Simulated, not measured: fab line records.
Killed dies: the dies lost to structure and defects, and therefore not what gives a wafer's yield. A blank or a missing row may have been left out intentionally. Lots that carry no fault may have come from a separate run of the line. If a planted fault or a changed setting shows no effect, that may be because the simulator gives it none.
Struck lot and sound lot, side by side :: flow nand_harc :: 26 out of 1302 route steps
Sound: these wafers, L422.1, L422.2, L422.5. Struck: wafers L427.3, L427.4, L427.6. The cause is given at the end.
Each step with rows lists, per side, the tool, then ch with its chambers, then its first start. Under that, the readings that differ: sound wafers :: struck wafers :: difference of the means :: sigmas: that difference in standard deviations of wafers without a fault.
alike: readings with means less than 2 such deviations apart, plus words and numbers identical on both sides. not compared: withheld readings, readings lacking a value on some wafer, bounds such as >300 that could conceal the same value, and numbers that have no deviation in the record and whose values overlap.
Wherever a step has rows on one side only, a row that says differs or no value, or a row with sigmas, the two part there. Numbers that have no deviation but don't overlap get no sigmas and don't part them. A reading missing from all wafers of one side parts the sides only when that side holds two or more wafers.

NHARC_P_ZERO_WELL_INSPECT_43:
  sound on defect_inspect-01, day 2 14:13; struck on defect_inspect-02, day 4 15:52
  alike: raw_defect_count
then, 11 steps without rows for these wafers: NHARC_P_STI_ETCH_26 (etches SiO2 in dHF, target depth 11 nm); NHARC_P_STI_PRECLEAN_27 (cleans in SC1); NHARC_P_STI_SRD_28; NHARC_P_STI_OXIDE_29 (material SiO2, target thk 10 nm, ox time 1362 s); NHARC_P_STI_HM_DEP_30 (deposits Si3N4, target thk 80 nm, time 873 s); NHARC_P_STI_DEHYDRATE_01 (time 120 s); NHARC_P_STI_HMDS_02 (time 30 s); NHARC_P_STI_COAT_41 (time 65 s); NHARC_P_STI_COAT_03 (resist thk 600 nm); NHARC_P_STI_SOFTBAKE_04 (time 70 s); NHARC_P_STI_EBR_05.
NHARC_P_STI_EXPOSE_06: exposes mask P STI, target cd 200 nm.
  sound on krf_scanner-02 ch 0, day 3 05:26; struck on krf_scanner-02 ch 0, day 5 10:48
reading: mask
sound: P_STI#0 P_STI#0 P_STI#0
struck: P_STI_R1#0 P_STI_R1#0 P_STI_R1#0
difference: differs
sigmas: 
  alike: reticle_temp_C, stage_vel_mm_s
then, 2 steps without rows for these wafers: NHARC_P_STI_PEB_07 (peb time 80 s); NHARC_P_STI_DEVELOP_08 (time 50 s).
NHARC_P_STI_CD_MEAS_09 targets a cd of 200 nm.
  sound on cd_sem-02 ch 0, day 3 05:35; struck on cd_sem-03 ch 0, day 5 10:57
reading: cd_nm (nm)
sound: 202.7 210.0 200.1
struck: 239.1 235.5 237.0
difference: +32.9
sigmas: +12
NHARC_P_STI_OVL_MEAS_10:
  sound on overlay-01, day 3 05:40; struck on overlay-01, day 5 11:02
reading: overlay_x_nm (nm)
sound: -7 -7 -8
struck: 7 6 6
difference: +14
sigmas: +3
  alike: overlay_y_nm
NHARC_P_STI_INSPECT_11:
  sound on defect_inspect-02, day 3 05:42; struck on defect_inspect-02, day 5 11:04
  alike: raw_defect_count
then, 1 step without rows for these wafers: NHARC_P_STI_HARDBAKE_13 (time 65 s).
NHARC_P_STI_DESCUM_14: chemistry O2, time 3 s.
  sound on rie_diel-09 ch 2,3, day 3 05:50; struck on rie_diel-06 ch 0,2,3, day 5 11:16
reading: showerhead_plenum_p_Torr (Torr)
sound: 2.07 2.01 2.01
struck: 1.79 2.00 1.80
difference: -0.17
sigmas: -2

reading: model.P_STI.cd_nm (nm)
sound: 202.5 210.2 200.3
struck: 238.7 235.9 237
difference: +32.9
sigmas: 
  alike: drypump_motor_current_A, oes_product_au, rf_vpp_V, throttle_valve_pct
  not compared: rf_hours_counter_h
NHARC_P_STI_ETCH_42: etches the open film in N2/H2, target depth 80 nm, overetch 24 nm, time 61 s.
  sound on rie_diel-09 ch 0,1,3, day 3 05:55; struck on rie_diel-06 ch 0,1, day 5 11:20
reading: rf_vpp_V (V)
sound: 435.1 433.0 430.6
struck: 427.9 426.3 426.6
difference: -6.0
sigmas: -3

reading: showerhead_plenum_p_Torr (Torr)
sound: 2.21 2.13 2.05
struck: 1.92 1.94 1.92
difference: -0.20
sigmas: -3
  alike: bias_w, drypump_motor_current_A, n2_flow_sccm, oes_product_au, throttle_valve_pct
  not compared: rf_hours_counter_h
NHARC_P_STI_ETCH_31: etches the open film in CF4/CHF3, target depth 108.9 nm, time 54.5 s.
  sound on rie_diel-09 ch 0,3; struck on rie_diel-06 ch 0,2,3
  alike: bias_w, drypump_motor_current_A, oes_product_au, rf_vpp_V, showerhead_plenum_p_Torr, throttle_valve_pct
  not compared: rf_hours_counter_h
NHARC_P_STI_ETCH_15: etches the open film in HBr/Cl2, target depth 300 nm, time 100.1 s.
  sound on rie_si-04 ch 0,1,2, day 3 06:08; struck on rie_si-04 ch 0,2, day 5 11:32
reading: he_backside_leak_sccm (sccm)
sound: 2.64 2.54 2.92
struck: 3.02 4.87 2.71
difference: +0.83
sigmas: +3

reading: model.P_STI.cd_nm (nm)
sound: 199.9 208.5 199.1
struck: 240 235.8 238.3
difference: +36
sigmas: 
  alike: bias_w, drypump_motor_current_A, oes_product_au, throttle_valve_pct
  not compared: rf_hours_counter_h
NHARC_P_STI_CD_MEAS_16:
  sound on cd_sem-03, day 3 06:16; struck on cd_sem-01, day 5 11:43
reading: cd_nm (nm)
sound: 199.9 208.8 198.6
struck: 239.7 236.1 238.2
difference: +35.6
sigmas: +12
NHARC_P_STI_OCD_MEAS_17:
  sound on ocd-01, day 3 06:22; struck on ocd-02, day 5 11:49
reading: trench_foot_cd_nm (nm)
sound: 160.0 168.5 158.2
struck: 198.0 194.8 195.6
difference: +33.9
sigmas: +12
  alike: trench_depth_nm
then, 1 step without rows for these wafers: NHARC_P_STI_STRIP_19 (strips in SPM, time 900 s).

WHERE THEY PART
At NHARC_P_STI_EXPOSE_06 first; at NHARC_P_STI_OCD_MEAS_17 last (within this record only).

WHY: what had been put in by the simulator
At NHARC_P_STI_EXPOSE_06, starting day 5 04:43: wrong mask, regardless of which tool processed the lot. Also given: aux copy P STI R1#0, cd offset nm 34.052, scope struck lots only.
